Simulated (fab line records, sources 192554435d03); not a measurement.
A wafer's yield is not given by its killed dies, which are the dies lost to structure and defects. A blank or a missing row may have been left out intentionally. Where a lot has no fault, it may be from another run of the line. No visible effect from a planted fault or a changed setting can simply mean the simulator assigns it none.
fab line records -- flow n5Finfet
record: lots: 7, wafers: 39
route steps=1938 shown FIN_SAQP@99 ILD0@343 GATE_CUT@510 MOL_CONTACT_COAG@605 BEOL_M1@814
startH: hours from the record's opening day to when the first of the lot's shown wafers began -- waitH: hours since the lot's step before -- " same as the row above -- L1.1+2: a single row standing in for several wafers -- - no value present, or no start provided -- * or withheld: withheld -- < > ~ a bound
route shown NAME@n: a module of which the file shows steps, and the number in the route of the first -- usual: mean and standard deviation over wafers with no fault -- same: alike in all rows -- chamber/n: place in a boat -- sites: per-site readings -- _std_site: standard deviation across them -- _edge_site: inner sites' mean taken away from outer sites' mean -- radiusMm: for every site, how far away it sits from the centre of the wafer -- mask NAME#n: copy n -- behind: the most recent tool/chamber to have shaped the wafer -- hold: why the lot went on hold/how many hours it stayed there/how the hold came to an end -- device: the n, p or np transistor that did not switch -- end of line: the route-end tests of the same wafers -- a step with no rows: only its recipe -- killed: the dies lost at the first sort to structure and to defects; this is not the yield of the wafer -- map: a wafer's dies, marking killed ones x, the rest . and places with no die _
set.NAME: the setting the step ran with; set.NAME@STEP: the setting that earlier step ran with -- model.NAME: the simulator's own value behind a step, which no gauge read
lots where settings were altered on purpose, with a table for each step and a row for each wafer
== steps ==
step: N5_FIN_SAQP_PECVD_48
recipe: material: SiNx, targetThkA: 250, tempC: 400, precursor: SiH4/NH3/N2, pressureTorr: 1.5, rfW: 300, timeS: 22.1
lot.wafer,tool,chamber,startH,waitH,set.timeS,model.SiNx_of_FIN_SAQP_PECVD_48.thkNm
L078.1,pecvd-03,1,45.06,0.0,22.1,24.5
L078.2,pecvd-03,2,45.06,0.0,16.69,19.18
L078.3,pecvd-03,0,45.06,0.0,16.69,18.8
L078.4,pecvd-03,2,45.06,0.0,16.69,19.44
L078.5,pecvd-03,0,45.06,0.0,22.1,25.34
L078.6,pecvd-03,1,45.06,0.0,22.1,24.81
L081.1,pecvd-03,0,63.02,0.0,22.1,25.17
L081.2,pecvd-03,1,63.02,0.0,22.1,24.95
L081.3,pecvd-03,2,63.02,0.0,22.1,25.32
L081.4,pecvd-03,2,63.02,0.0,22.1,25.4
L081.5,pecvd-03,0,63.02,0.0,22.1,25.34
L081.6,pecvd-03,1,63.02,0.0,22.1,25
L082.1,pecvd-01,1,69.99,0.0,14.33,16.49
L082.2,pecvd-01,0,69.99,0.0,22.1,24.39
L082.3,pecvd-01,2,69.99,0.0,22.1,24.46
L082.4,pecvd-01,2,69.99,0.0,14.33,16.32
L082.5,pecvd-01,1,69.99,0.0,22.1,25.19
L082.6,pecvd-01,0,69.99,0.0,14.33,16.05
L084.1,pecvd-03,2,81.64,0.0,22.1,25.24
L084.2,pecvd-03,1,81.64,0.0,22.1,24.55
L084.3,pecvd-03,0,81.64,0.0,22.1,25.33
L084.4,pecvd-03,1,81.64,0.0,34.79,39.22
L084.5,pecvd-03,2,81.64,0.0,34.79,40.12
L084.6,pecvd-03,0,81.64,0.0,34.79,39.98
L093.1,pecvd-04,2,137.25,0.0,22.1,25.42
L093.2,pecvd-04,0,137.25,0.0,30.59,35.12
L093.3,pecvd-04,1,137.25,0.0,22.1,25.48
L093.4,pecvd-04,0,137.25,0.0,30.59,35.15
L093.5,pecvd-04,2,137.25,0.0,30.59,35.23
L093.6,pecvd-04,1,137.25,0.0,22.1,25.52
L095.1,pecvd-04,0,153.39,0.0,22.1,24.88
L095.2,pecvd-04,2,153.39,0.0,22.1,24.97
L095.3,pecvd-04,1,153.39,0.0,22.1,24.65
L095.4,pecvd-04,0,153.39,0.0,22.1,25.47
L095.5,pecvd-04,2,153.39,0.0,22.1,25.36
L095.6,pecvd-04,1,153.39,0.0,22.1,25.01
L096.1,pecvd-04,2,153.67,0.0,22.1,25.02
L096.4,pecvd-04,1,153.67,0.0,22.1,25.3
L096.6,pecvd-04,0,153.67,0.0,22.1,25.41
step: N5_FIN_SAQP_PECVD_06
recipe: material: a-Si, targetThkA: 600, tempC: 400, precursor: SiH4/He, pressureTorr: 3, rfW: 100, timeS: 48.1
step: N5_FIN_SAQP_MANDREL1_REMOVE_56
recipe: chemistry: HBr/Cl2/O2, btTimeS: 10, target: a-Si, stopOn: SiNx, endpoint: OES-SiCl, overEtchFrac: 1, icpW: 600, biasW: 22, HBr_flow_sccm: 150, Cl2_flow_sccm: 80, O2_flow_sccm: 5, pressureMtorr: 10
step: N5_FIN_SAQP_ETCH_57
recipe: chemistry: CH3F/O2, target: SiNx, maskMaterial: SiO2, targetDepthA: 325, timeS: 46.4, pressureMtorr: 30, sourceW: 395, biasW: 73, Ar_flow_sccm: 150, CH3F_flow_sccm: 30, O2_flow_sccm: 20, ionEnergyEv: 120, ends: cleared
usual: etchRfOnTimeS: 46.9/1.1
lot.wafer,tool,chamber,startH,waitH,set.timeS@FIN_SAQP_PECVD_48,etchRfOnTimeS,model.etch.depthNm
L078.1,rieDiel-01,3,47.93,0.0,22.1,46.0,24.3
L078.2,rieDiel-01,0,47.93,0.0,16.69,35.7,19.18
L078.3,rieDiel-01,2,47.93,0.0,16.69,34.6,18.79
L078.4,rieDiel-01,1,47.93,0.0,16.69,36.6,19.44
L078.5,rieDiel-01,3,47.93,0.0,22.1,48.0,25.34
L078.6,rieDiel-01,2,47.93,0.0,22.1,45.7,24.81
L081.1,rieDiel-03,2,65.78,0.0,22.1,46.5,25.17
L081.2,rieDiel-03,0,65.78,0.0,22.1,45.9,24.89
L081.3,rieDiel-03,1,65.78,0.0,22.1,47.1,25.32
L081.4,rieDiel-03,2,65.78,0.0,22.1,46.3,25.37
L081.5,rieDiel-03,1,65.78,0.0,22.1,47.4,25.34
L081.6,rieDiel-03,0,65.78,0.0,22.1,46.9,24.98
L082.1,rieDiel-05,1,74.03,0.4,14.33,31.5,16.49
L082.2,rieDiel-05,0,74.03,0.4,22.1,44.7,24.24
L082.3,rieDiel-05,2,74.03,0.4,22.1,44.8,24.18
L082.4,rieDiel-05,3,74.03,0.4,14.33,30.1,16.32
L082.5,rieDiel-05,0,74.03,0.4,22.1,45.8,25.04
L082.6,rieDiel-05,1,74.03,0.4,14.33,30.4,15.77
L084.1,rieDiel-03,0,84.59,0.1,22.1,46.7,25.22
L084.2,rieDiel-03,2,84.59,0.1,22.1,45.4,24.55
L084.3,rieDiel-03,1,84.59,0.1,22.1,47.2,25.33
L084.4,rieDiel-03,0,84.59,0.1,34.79,73.4,39.16
L084.5,rieDiel-03,2,84.59,0.1,34.79,73.7,40.12
L084.6,rieDiel-03,1,84.59,0.1,34.79,74.6,39.93
L093.1,rieDiel-03,0,140.12,0.0,22.1,47.7,25.4
L093.2,rieDiel-03,1,140.12,0.0,30.59,64.8,34.93
L093.3,rieDiel-03,2,140.12,0.0,22.1,47.3,25.48
L093.4,rieDiel-03,2,140.12,0.0,30.59,65.4,35.15
L093.5,rieDiel-03,1,140.12,0.0,30.59,65.5,35.22
L093.6,rieDiel-03,0,140.12,0.0,22.1,47.5,25.33
L095.1,rieDiel-03,2,158.12,0.3,22.1,46.0,24.87
L095.2,rieDiel-03,1,158.12,0.3,22.1,46.6,24.97
L095.3,rieDiel-03,0,158.12,0.3,22.1,46.1,24.45
L095.4,rieDiel-03,0,158.12,0.3,22.1,47.9,25.47
L095.5,rieDiel-03,2,158.12,0.3,22.1,46.6,25.17
L095.6,rieDiel-03,1,158.12,0.3,22.1,46.7,25
L096.1,rieDiel-03,1,158.58,0.2,22.1,46.0,24.99
L096.4,rieDiel-03,2,158.58,0.2,22.1,46.3,25.3
L096.6,rieDiel-03,1,158.58,0.2,22.1,46.9,25.41
step: N5_ILD0_ALD_15
recipe: material: SiNx, targetThkA: 240, tempC: 400, aldPrecursorFamily: SiH2I2, aldCoReactant: N2/H2-plasma, pulseTimeS: 1, aldCycles: 480, purgeTimeS: 2, coReactantPurgeTimeS: 2, pressureTorr: 2
lot.wafer,tool,chamber,startH,waitH,set.aldCycles,model.SiNx_of_ILD0_ALD_15.thkNm
L078.1+2+3+4+5,aldSin-01,"3,0,2,2,3",89.88,0.6,480,24
L078.6,aldSin-01,0,90.97,1.1,480,24.2
L081.1+2,aldSin-01,"1,0",107.43,0.6,636,31.8
L081.3+6,aldSin-01,"3,2",107.43,0.6,480,24
L081.4,aldSin-01,2,107.43,0.6,636,31.6
L081.5,aldSin-01,3,108.52,1.2,480,23.8
L082.1,aldSin-03,2,112.98,0.8,480,24.2
L082.2,aldSin-03,0,112.98,0.8,616,30.8
L082.3,aldSin-03,3,112.98,0.8,480,24
L082.4,aldSin-03,1,112.98,0.8,480,23.8
L082.5,aldSin-03,1,114.07,1.5,616,30.6
L082.6,aldSin-03,2,114.07,1.5,616,31
L084.1,aldSin-03,3,123.16,0.6,314,15.8
L084.2+5+6,aldSin-03,"1,0,3",123.16,0.6,480,24
L084.3+4,aldSin-03,"0,1",123.16,0.6,314,15.6
L093.1,aldSin-02,1,183.20,0.6,480,23.8
L093.2+6,aldSin-02,3,183.20,0.6,480,24
L093.3+4+5,aldSin-02,"2,0,2",183.20,0.6,480,24.2
L095.1+3+4,aldSin-01,"1,2,0",196.91,0.6,480,24
L095.2+5,aldSin-01,3,196.91,0.6,300,15
L095.6,aldSin-01,0,197.99,1.1,300,15.2
L096.1+6,aldSin-02,3,197.67,0.6,480,24
L096.4,aldSin-02,2,197.67,0.6,480,24.2
step: N5_ILD0_CMP_12
recipe: stopOn: poly-Si, material: SiNx, tOverpolishS: 6, postCmpClean: alkalineBrush, downForcePsi: 2.5, platenRpm: 51.8, padVelocityMS: 1.0307, targetThkNm: 17.67
usual: timeToEndpointS: 27.8/2.2
lot.wafer,tool,chamber,startH,waitH,set.aldCycles@ILD0_ALD_15,timeToEndpointS
L078.2,cmp-01,0,92.08,1.1,480,26.3
L078.3,cmp-01,1,92.08,1.1,480,27.0
L078.1,cmp-01,2,92.08,1.1,480,25.9
L078.4,cmp-01,3,92.08,1.1,480,28.8
L078.6,cmp-01,0,92.08,1.1,480,26.8
L078.5,cmp-01,1,92.08,1.1,480,23.9
L081.3,cmp-04,1,109.63,1.1,480,27.6
L081.4,cmp-04,2,109.63,1.1,636,34.8
L081.2,cmp-04,3,109.63,1.1,636,37.5
L081.1,cmp-04,0,109.63,1.1,636,38.2
L081.5,cmp-04,1,109.63,1.1,480,25.8
L081.6,cmp-04,2,109.63,1.1,480,26.5
L082.2,cmp-01,1,115.18,1.1,616,31.8
L082.1,cmp-01,2,115.18,1.1,480,30.3
L082.4,cmp-01,3,115.18,1.1,480,28.5
L082.3,cmp-01,0,115.18,1.1,480,27.7
L082.5,cmp-01,1,115.18,1.1,616,32.6
L082.6,cmp-01,2,115.18,1.1,616,39.3
L084.1,cmp-01,1,125.36,1.1,314,15.3
L084.4,cmp-01,2,125.36,1.1,314,20.3
L084.2,cmp-01,3,125.36,1.1,480,30.8
L084.3,cmp-01,0,125.36,1.1,314,17.5
L084.6,cmp-01,1,125.36,1.1,480,24.8
L084.5,cmp-01,2,125.36,1.1,480,29.2
L093.2,cmp-03,1,185.40,1.1,480,27.5
L093.4,cmp-03,2,185.40,1.1,480,24.8
L093.1,cmp-03,3,185.40,1.1,480,31.0
L093.3,cmp-03,0,185.40,1.1,480,30.2
L093.6,cmp-03,1,185.40,1.1,480,28.2
L093.5,cmp-03,2,185.40,1.1,480,27.7
L095.4,cmp-04,0,199.11,1.1,480,28.2
L095.2,cmp-04,1,199.11,1.1,300,18.6
L095.1,cmp-04,2,199.11,1.1,480,25.8
L095.3,cmp-04,3,199.11,1.1,480,26.3
L095.5,cmp-04,0,199.11,1.1,300,18.4
L095.6,cmp-04,1,199.11,1.1,300,18.1
L096.1,cmp-03,3,199.87,1.1,480,30.0
L096.4,cmp-03,1,199.87,1.1,480,27.1
L096.6,cmp-03,0,199.87,1.1,480,29.3
step: N5_GATE_CUT_ALD_22
recipe: material: SiNx, targetThkA: 160, tempC: 400, aldPrecursorFamily: SiH2I2, aldCoReactant: N2/H2-plasma, pulseTimeS: 1, aldCycles: 320, purgeTimeS: 2, coReactantPurgeTimeS: 2, pressureTorr: 2
lot.wafer,tool,chamber,startH,waitH,set.aldCycles,model.SiNx_of_GATE_CUT_ALD_22.thkNm
L078.1+3+5,aldSin-01,"1,2,1",111.73,0.2,190,9.6
L078.2+4+6,aldSin-01,"3,0,0",111.73,0.2,320,16
L081.1+2+3+4+5+6,aldSin-04,"2,3,0,1,0,3",128.91,0.0,320,16
L082.1+5+6,aldSin-01,"0,1,2",135.09,0.0,320,16
L082.2+3+4,aldSin-01,"3,1,2",135.09,0.0,489,24.6
L084.1+2+3+4+5+6,aldSin-04,"1,2,0,3,0,1",145.70,0.0,320,16
L093.1+3+4+5+6,aldSin-04,"0,1,2,3,0",205.73,0.0,320,16
L093.2,aldSin-04,3,205.73,0.0,320,16.2
L095.1+4+6,aldSin-04,"2,1,1",218.41,0.2,493,24.6
L095.2+5,aldSin-04,0,218.41,0.2,320,16
L095.3,aldSin-04,3,218.41,0.2,320,16.2
L096.1+6,aldSin-02,1,219.26,0.0,320,16
L096.4,aldSin-02,3,219.26,0.0,320,15.8
step: N5_GATE_CUT_CMP_23
recipe: stopOn: SiO2, tOverpolishS: 23.4, postCmpClean: alkalineBrush, downForcePsi: 2.5, platenRpm: 51.8, padVelocityMS: 1.0307, targetThkNm: 16
usual: timeToEndpointS: 19.3/2.7
lot.wafer,tool,chamber,startH,waitH,set.aldCycles@GATE_CUT_ALD_22,timeToEndpointS,model.SiNx_of_GATE_CUT_ALD_22.thkNm
L078.2,cmp-04,1,113.22,0.8,320,21.2,16
L078.4,cmp-04,2,113.22,0.8,320,20.5,16
L078.1,cmp-04,3,113.22,0.8,190,9.6,9.6
L078.3,cmp-04,0,113.22,0.8,190,10.6,9.6
L078.6,cmp-04,1,113.22,0.8,320,21.3,16
L078.5,cmp-04,2,113.22,0.8,190,12.0,9.6
L081.3,cmp-01,0,130.41,0.8,320,18.8,16
L081.4,cmp-01,1,130.41,0.8,320,18.5,16
L081.1,cmp-01,2,130.41,0.8,320,19.7,16
L081.2,cmp-01,3,130.41,0.8,320,21.0,16
L081.5,cmp-01,0,130.41,0.8,320,19.1,16
L081.6,cmp-01,1,130.41,0.8,320,16.6,16
L082.2,cmp-04,2,136.58,0.8,489,27.0,15.6
L082.4,cmp-04,3,136.58,0.8,489,26.3,16.4
L082.3,cmp-04,0,136.58,0.8,489,24.9,16.2
L082.1,cmp-04,1,136.58,0.8,320,15.8,16
L082.6,cmp-04,2,136.58,0.8,320,15.8,16
L082.5,cmp-04,3,136.58,0.8,320,16.2,16
L084.4,cmp-01,1,147.19,0.8,320,15.9,16
L084.1,cmp-01,2,147.19,0.8,320,18.4,16
L084.3,cmp-01,3,147.19,0.8,320,21.1,16
L084.2,cmp-01,0,147.19,0.8,320,18.9,16
L084.6,cmp-01,1,147.19,0.8,320,16.4,16
L084.5,cmp-01,2,147.19,0.8,320,19.7,16
L093.1,cmp-01,3,207.22,0.8,320,20.1,16
L093.2,cmp-01,0,207.22,0.8,320,16.7,16.2
L093.3,cmp-01,1,207.22,0.8,320,15.9,16
L093.4,cmp-01,2,207.22,0.8,320,16.0,16
L093.6,cmp-01,3,207.22,0.8,320,17.9,16
L093.5,cmp-01,0,207.22,0.8,320,17.0,16
L095.3,cmp-04,3,219.90,0.8,320,16.9,16.2
L095.2,cmp-04,0,219.90,0.8,320,21.1,16
L095.4,cmp-04,1,219.90,0.8,493,29.6,15.6
L095.1,cmp-04,2,219.90,0.8,493,26.8,16
L095.5,cmp-04,3,219.90,0.8,320,19.5,16
L095.6,cmp-04,0,219.90,0.8,493,29.9,16.4
L096.1,cmp-01,1,220.75,0.8,320,18.4,16
L096.4,cmp-01,3,220.75,0.8,320,18.5,15.8
L096.6,cmp-01,1,220.75,0.8,320,18.5,16
step: N5_MOL_CONTACT_COAG_DESCUM_45
recipe: chemistry: O2, timeS: 7, sourcePowerW: 50, biasPowerW: 20, pressureMtorr: 20, rfFrequencyHz: 2.712e+07, tempC: 40, resist: CAR-EUV, o2FlowSccm: 225
lot.wafer,tool,chamber,startH,waitH,set.timeS,model.CAR-EUV_of_MOL_CONTACT_COAG_COAT_34.thkNm
L078.1+4,rieDiel-03,"2,0",126.07,0.3,9.53,34.6
L078.2+5+6,rieDiel-03,"1,1,2",126.07,0.3,7,36
L078.3,rieDiel-03,0,126.07,0.3,9.53,34.8
L081.1+2,rieDiel-05,"3,2",145.74,0.1,8.147,35.4
L081.3+4,rieDiel-05,"1,0",145.74,0.1,7,36
L081.5,rieDiel-05,3,145.74,0.1,7,35.8
L081.6,rieDiel-05,0,145.74,0.1,8.147,35.2
L082.1+2+5,rieDiel-03,"0,1,2",148.68,0.0,8.877,35
L082.3,rieDiel-03,2,148.68,0.0,7,36
L082.4+6,rieDiel-03,"0,1",148.68,0.0,7,35.8
L084.1+2+3+4+5+6,rieDiel-03,"2,0,1,2,0,1",160.31,0.8,7,36.2
L093.1+3,rieDiel-05,"1,3",221.08,0.1,3.555,37.8
L093.2+4+6,rieDiel-05,"2,3,2",221.08,0.1,7,36.2
L093.5,rieDiel-05,1,221.08,0.1,3.555,38
L095.1+2+4+5+6,rieDiel-01,"2,1,3,2,3",233.88,0.4,7,36.2
L095.3,rieDiel-01,0,233.88,0.4,7,36
L096.1,rieDiel-03,0,234.34,0.1,7,35.8
L096.4+6,rieDiel-03,"1,2",234.34,0.1,7,36
step: N5_MOL_CONTACT_COAG_ETCH_65
recipe: chemistry: N2/H2, target: underlayer, targetDepthA: 130, maskMaterial: CAR-EUV, timeS: 10.4, ionEnergyEv: 200, pressureMtorr: 30, sourceW: 840, biasW: 150, n2FlowSccm: 200, h2FlowSccm: 200, ends: cleared
lot.wafer,tool,chamber,startH,waitH,set.timeS@MOL_CONTACT_COAG_DESCUM_45,model.CAR-EUV_of_MOL_CONTACT_COAG_COAT_34.thkNm
L078.1+3+4,rieDiel-03,"2,0,0",126.10,0.0,9.53,23.4
L078.2+5+6,rieDiel-03,"1,1,2",126.10,0.0,7,24.6
L081.1+2,rieDiel-05,"3,2",145.77,0.0,8.147,24
L081.3+4,rieDiel-05,"1,0",145.77,0.0,7,24.6
L081.5,rieDiel-05,3,145.77,0.0,7,24.4
L081.6,rieDiel-05,0,145.77,0.0,8.147,23.8
L082.1+2+5,rieDiel-03,"0,1,2",148.72,0.0,8.877,23.6
L082.3+6,rieDiel-03,"2,1",148.72,0.0,7,24.4
L082.4,rieDiel-03,0,148.72,0.0,7,24.6
L084.1+3+4,rieDiel-03,"2,1,2",160.34,0.0,7,24.6
L084.2+5+6,rieDiel-03,"0,0,1",160.34,0.0,7,24.8
L093.1+3,rieDiel-05,"1,3",221.12,0.0,3.555,26.4
L093.2+6,rieDiel-05,2,221.12,0.0,7,24.8
L093.4,rieDiel-05,3,221.12,0.0,7,24.6
L093.5,rieDiel-05,1,221.12,0.0,3.555,26.6
L095.1,rieDiel-01,2,233.92,0.0,7,25
L095.2+5,rieDiel-01,"1,2",233.92,0.0,7,24.8
L095.3+4+6,rieDiel-01,"0,3,3",233.92,0.0,7,24.6
L096.1+6,rieDiel-03,"0,2",234.37,0.0,7,24.6
L096.4,rieDiel-03,1,234.37,0.0,7,24.4
step: N5_MOL_CONTACT_COAG_ETCH_66
recipe: chemistry: CF4, target: SiARC, targetDepthA: 130, maskMaterial: CAR-EUV, timeS: 21.7, ionEnergyEv: 80, pressureMtorr: 40, sourceW: 545, biasW: 36, Ar_flow_sccm: 100, cf4FlowSccm: 100, ends: cleared
lot.wafer,tool,chamber,startH,waitH,set.timeS@MOL_CONTACT_COAG_DESCUM_45,model.CAR-EUV_of_MOL_CONTACT_COAG_COAT_34.thkNm
L078.1,rieDiel-03,2,126.12,0.0,9.53,15.6
L078.2+5+6,rieDiel-03,"1,1,2",126.12,0.0,7,16.8
L078.3+4,rieDiel-03,0,126.12,0.0,9.53,15.8
L081.1+2+6,rieDiel-05,"3,2,0",145.79,0.0,8.147,16.2
L081.3+4,rieDiel-05,"1,0",145.79,0.0,7,16.8
L081.5,rieDiel-05,3,145.79,0.0,7,16.6
L082.1,rieDiel-03,0,148.74,0.0,8.877,16
L082.2+5,rieDiel-03,"1,2",148.74,0.0,8.877,15.8
L082.3+4+6,rieDiel-03,"2,0,1",148.74,0.0,7,16.8
L084.1+3+4+6,rieDiel-03,"2,1,2,1",160.36,0.0,7,17
L084.2+5,rieDiel-03,0,160.36,0.0,7,17.2
L093.1+3,rieDiel-05,"1,3",221.14,0.0,3.555,18.6
L093.2,rieDiel-05,2,221.14,0.0,7,17.2
L093.4+6,rieDiel-05,"3,2",221.14,0.0,7,17
L093.5,rieDiel-05,1,221.14,0.0,3.555,19
L095.1+5,rieDiel-01,2,233.94,0.0,7,17.2
L095.2+3+4+6,rieDiel-01,"1,0,3,3",233.94,0.0,7,17
L096.1+4+6,rieDiel-03,"0,1,2",234.39,0.0,7,16.8
step: N5_BEOL_M1_SPUTTER_48
recipe: material: Cu, targetThkA: 45, tempC: -20, chamberPressurePa: 0.07, powerW: withheld, timeS: 8.29
lot.wafer,tool,chamber,startH,waitH,set.targetThkA,model.Cu_of_BEOL_M1_SPUTTER_48.thkNm
L078.1+3+5+6,pvdSputter-02,-,151.18,0.1,45,4.4
L078.2+4,pvdSputter-02,-,151.18,0.1,45,4.6
L081.1+5,pvdSputter-02,-,177.27,0.1,45,4.4
L081.2,pvdSputter-02,-,177.27,0.1,69.54,7
L081.3+4,pvdSputter-02,-,177.27,0.1,69.54,-
L081.6,pvdSputter-02,-,177.27,0.1,45,4.6
L082.1+3,pvdSputter-03,-,177.33,0.1,45,4.4
L082.2,pvdSputter-03,-,177.33,0.1,30.37,3
L082.4,pvdSputter-03,-,177.33,0.1,30.37,2.8
L082.5,pvdSputter-03,-,177.33,0.1,45,4.6
L082.6,pvdSputter-03,-,177.33,0.1,30.37,-
L084.1+2+6,pvdSputter-01,-,183.52,0.1,45,4.4
L084.3+4+5,pvdSputter-01,-,183.52,0.1,36.94,-
L093.1,pvdSputter-02,-,246.58,0.1,45,4.4
L093.2+5,pvdSputter-02,-,246.58,0.1,45,4.6
L093.3+4+6,pvdSputter-02,-,246.58,0.1,63.4,-
L096.1+4+6,pvdSputter-01,-,261.93,0.1,45,4.4
L095.1+2+5,pvdSputter-02,-,266.14,0.1,45,4.4
L095.3,pvdSputter-02,-,266.14,0.1,70.33,7
L095.4+6,pvdSputter-02,-,266.14,0.1,70.33,-
== key ==
split: step: N5_FIN_SAQP_PECVD_48, setting: timeS, stated: 22.1, by: wafer
response: step: N5_FIN_SAQP_PECVD_48, reading: model.SiNx_of_FIN_SAQP_PECVD_48.thkNm, change: +0.25, per: 1%, r: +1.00
response: step: N5_FIN_SAQP_ETCH_57, reading: etchRfOnTimeS, change: *, per: 1%, r: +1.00
response: step: N5_FIN_SAQP_ETCH_57, reading: model.etch.depthNm, change: +0.249, per: 1%, r: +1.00
split: step: N5_ILD0_ALD_15, setting: aldCycles, stated: 480, by: wafer
response: step: N5_ILD0_ALD_15, reading: model.SiNx_of_ILD0_ALD_15.thkNm, change: +0.24, per: 1%, r: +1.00
response: step: N5_ILD0_CMP_12, reading: timeToEndpointS, change: *, per: 1%, r: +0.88
split: step: N5_GATE_CUT_ALD_22, setting: aldCycles, stated: 320, by: wafer
response: step: N5_GATE_CUT_ALD_22, reading: model.SiNx_of_GATE_CUT_ALD_22.thkNm, change: +0.16, per: 1%, r: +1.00
response: step: N5_GATE_CUT_CMP_23, reading: timeToEndpointS, change: *, per: 1%, r: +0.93
response: step: N5_GATE_CUT_CMP_23, reading: model.SiNx_of_GATE_CUT_ALD_22.thkNm, shape: bent, atLowest: 9.6, atStated: 16.01, atHighest: 16
split: step: N5_MOL_CONTACT_COAG_DESCUM_45, setting: timeS, stated: 7, by: wafer
response: step: N5_MOL_CONTACT_COAG_DESCUM_45, reading: model.CAR-EUV_of_MOL_CONTACT_COAG_COAT_34.thkNm, change: -0.0346, per: 1%, r: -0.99
response: step: N5_MOL_CONTACT_COAG_ETCH_65, reading: model.CAR-EUV_of_MOL_CONTACT_COAG_COAT_34.thkNm, change: -0.0343, per: 1%, r: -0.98
response: step: N5_MOL_CONTACT_COAG_ETCH_66, reading: model.CAR-EUV_of_MOL_CONTACT_COAG_COAT_34.thkNm, change: -0.0327, per: 1%, r: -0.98
split: step: N5_BEOL_M1_SPUTTER_48, setting: targetThkA, stated: 45, by: wafer
response: step: N5_BEOL_M1_SPUTTER_48, reading: model.Cu_of_BEOL_M1_SPUTTER_48.thkNm, change: +0.0467, per: 1%, r: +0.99
